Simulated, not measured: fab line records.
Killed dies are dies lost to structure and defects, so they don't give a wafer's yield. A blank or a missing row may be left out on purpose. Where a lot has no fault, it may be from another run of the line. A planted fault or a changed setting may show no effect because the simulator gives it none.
Code-filled problem report in 8D (eight disciplines) form :: flow n5-finfet :: the parts of the form that need people (team, actions taken, sign-off) are left out

== 1. WHAT IS WRONG ==
Wafers without a fault read 1499.9 rpm, standard deviation 0.82; spin-speed-rpm at N5_SD_EPI_N_COAT_03 reads a mean of 1454.3 rpm on 6 wafers belonging to 2 lots. Measured from the usual mean, that is -56 standard deviations.
The step: resist thk 150 nm.
First observed at day 6 22:56: wafer L694.4, on litho-track-03. The record holds 27 wafers of 9 lots with a number at this step. Rule for "out", or "out of limits": more than 4 standard deviations from the usual mean. The other wafers with a number count as sound.

== 2. WHAT IT IS, WHAT IT ISN'T ==
question: which readings at this step
is: spin-speed-rpm
is not: -

question: which lots
is: L694, L698
is not: L684, L685, L687, L689, L691, L692, L701

question: which wafers of those lots
is: all that have a number
is not: -

question: read on which tools
is: litho-track-03
is not: litho-track-01

question: when
is: from day 6 22:56
is not: up to then (18 sound wafers); but 3 sound wafers of L701 came after

== 3. SUSPECTS, AND WHAT RULES EACH OUT ==
Counting: any tool at a process step up to the reading is kept as a suspect provided that every lot that is out went through it and no sound lot did after the first of them.
- litho-track-03 at N5_SD_EPI_N_COAT_03 (resist thk 150 nm): kept. All lots that are out passed through it, beginning with L694 at day 6 22:56, and no sound lot followed; its final sound lot before that point was L692 at day 6 15:01. Out on those wafers are its own readings of spin-speed-rpm.
Left after counting: litho-track-03 at N5_SD_EPI_N_COAT_03.

== 4. THE CAUSE (what the simulator had put in) ==
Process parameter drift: litho-track-03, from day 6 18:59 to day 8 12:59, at N5_SD_EPI_N_COAT_03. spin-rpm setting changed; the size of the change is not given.
The count eliminated every tool but this one.

== 5. THE EFFECT CHAIN, in route order ==
Each row: a reading where the mean over the struck wafers with a number is more than 3 standard deviations away from the usual. Only readings whose record carries a usual standard deviation are examined. hours: median over the lots of the time between each lot's start at the first step of this table that gives one and its start at this step. sigmas: the change, counted in usual standard deviations.
hours: 0
step: N5_SD_EPI_N_COAT_03
reading: spin-speed-rpm
usual: 1499.9 rpm
on struck wafers: 1454.3
change: -45.6
sigmas: -56
The process steps in it:
- N5_SD_EPI_N_COAT_03: resist thk 150 nm.
Later measuring or inspecting steps at which every struck wafer that the step has a row for has a number for every such reading, and none has moved that far: N5_BEOL_M4_RC_MEAS_101.

== 6. WHAT WOULD HAVE CAUGHT IT SOONER ==
4 hours passed between the start of the fault at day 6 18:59 and the first reading out of limits in this record, taken at day 6 22:56.
